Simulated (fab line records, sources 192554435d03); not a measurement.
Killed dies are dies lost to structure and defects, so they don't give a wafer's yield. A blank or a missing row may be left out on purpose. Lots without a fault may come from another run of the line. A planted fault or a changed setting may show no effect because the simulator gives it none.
A struck lot beside a sound one | flow n5_finfet | 36 steps out of a route of 1938
Sound: wafers L676.2, L676.3, L676.6. Struck: wafers L665.2, L665.4, L665.6. The cause comes at the end.
At each step with rows: each side's tool, then ch and its chambers, then its first start. Under that, the readings that differ: sound wafers | struck wafers | difference of the means | sigmas: that difference in standard deviations of wafers without a fault.
alike: readings whose means differ by less than 2 such deviations, and words and numbers that are the same on both sides. not compared: withheld readings, readings that some wafer has no value for, bounds like >300 that may hide the same value, and numbers for which the record gives no deviation and whose values overlap.
The two part at a step that has a row with sigmas, a row that says differs or no value, or rows on one side only. Numbers that don't overlap but have no deviation are shown without sigmas and don't part them. A reading that every wafer of one side lacks parts them only if that side has two wafers or more.

first, 8 steps without rows for these wafers: N5_BEOL_M8_ECD_50 (material Cu, target thk 300 nm); N5_BEOL_M8_ANNEAL_51 (time 90 s); N5_BEOL_M8_CMP_52 (polishes, stops on SiCOH lowk, t overpolish 6.9 s, target thk 80 nm); N5_BEOL_M8_PRE_CLEAN_55 (time 15 s); N5_BEOL_M8_DEP_56 (deposits SiCN from 3MS/NH3, target thk 10 nm, time 17.5 s); N5_BEOL_M9_ILD_DEP_00 (deposits SiCOH lowk from DEMS/porogen, target thk 308.51 nm, time 58 s); N5_BEOL_M9_CURE_71 (cures SiCOH lowk, time 240 s); N5_BEOL_M9_PECVD_70 (deposits SiO2 from TEOS/O2, target thk 20 nm, time 22.7 s).
N5_BEOL_M9_HM_DEP_02: deposits TiN, target thk 20 nm.
  sound on pvd_sputter-01, day 15 13:07; struck on pvd_sputter-02, day 12 11:14
  alike: throttle_valve_pct
then, 8 steps without rows for these wafers: N5_BEOL_M9_COAT_59 (time 60 s, resist thk 100 nm); N5_BEOL_M9_COAT_60 (time 60 s, resist thk 30 nm); N5_BEOL_M9_COAT_05 (resist thk 90 nm); N5_BEOL_M9_EBR_07; N5_BEOL_M9_SOFTBAKE_06 (time 60 s); N5_BEOL_M9_EXPOSE_08 (exposes mask M9); N5_BEOL_M9_PEB_09 (peb time 60 s); N5_BEOL_M9_DEVELOP_10 (develop time 30 s).
N5_BEOL_M9_INSPECT_13: inspects for defects (brightfield).
  sound on defect_inspect-01, day 15 13:40; struck on defect_inspect-02, day 12 11:48
  reading          | sound       | struck      | difference | sigmas
  raw_defect_count | 286 341 269 | 753 761 687 | +435       | +4
then, 16 steps without rows for these wafers: N5_BEOL_M9_DESCUM_16 (chemistry O2, time 7.9 s); N5_BEOL_M9_ETCH_61 (etches SiARC in CF4, target depth 39 nm, time 65 s); N5_BEOL_M9_ETCH_62 (etches SOC in N2/H2, target depth 110 nm, overetch 22 nm, time 165 s); N5_BEOL_M9_STRIP_68 (strips in N2/H2); N5_BEOL_M9_STRIP_67 (strips in CF4); N5_BEOL_M9_HM_OPEN_17 (chemistry Cl2/BCl3, target TiN, target depth 20 nm, overetch 6 nm); N5_BEOL_M9_STRIP_19 (strips in O2); N5_BEOL_M9_COAT_63 (time 60 s, resist thk 60 nm); N5_BEOL_M9_COAT_64 (time 60 s, resist thk 12 nm); N5_BEOL_M9_COAT_75 (time 60 s, resist thk 5 nm); N5_BEOL_M9_COAT_22 (resist thk 30 nm); N5_BEOL_M9_EBR_24; N5_BEOL_M9_SOFTBAKE_23 (time 60 s); N5_BEOL_M9_EXPOSE_25 (exposes mask V8); N5_BEOL_M9_PEB_26 (peb time 60 s); N5_BEOL_M9_DEVELOP_27 (develop time 30 s).
N5_BEOL_M9_INSPECT_30: inspects for defects (brightfield).
  sound on defect_inspect-01, day 15 15:22; struck on defect_inspect-02, day 12 15:04
  reading          | sound       | struck      | difference | sigmas
  raw_defect_count | 307 345 285 | 734 747 727 | +424       | +4
-- the record jumps here: 2 days lie between the struck wafers' starts before and after (it left off in module BEOL_M9 and takes up again in module PASSIVATION, whose first step shown is number 1936 of the route) --
N5_PASSIVATION_PROBE_49:
  the record has rows for the struck wafers here (prober-02, day 15 02:38) and none for the sound ones

WHERE THEY PART
First at N5_BEOL_M9_INSPECT_13; last, within this record, at N5_PASSIVATION_PROBE_49.

WHY: what the simulator had put in
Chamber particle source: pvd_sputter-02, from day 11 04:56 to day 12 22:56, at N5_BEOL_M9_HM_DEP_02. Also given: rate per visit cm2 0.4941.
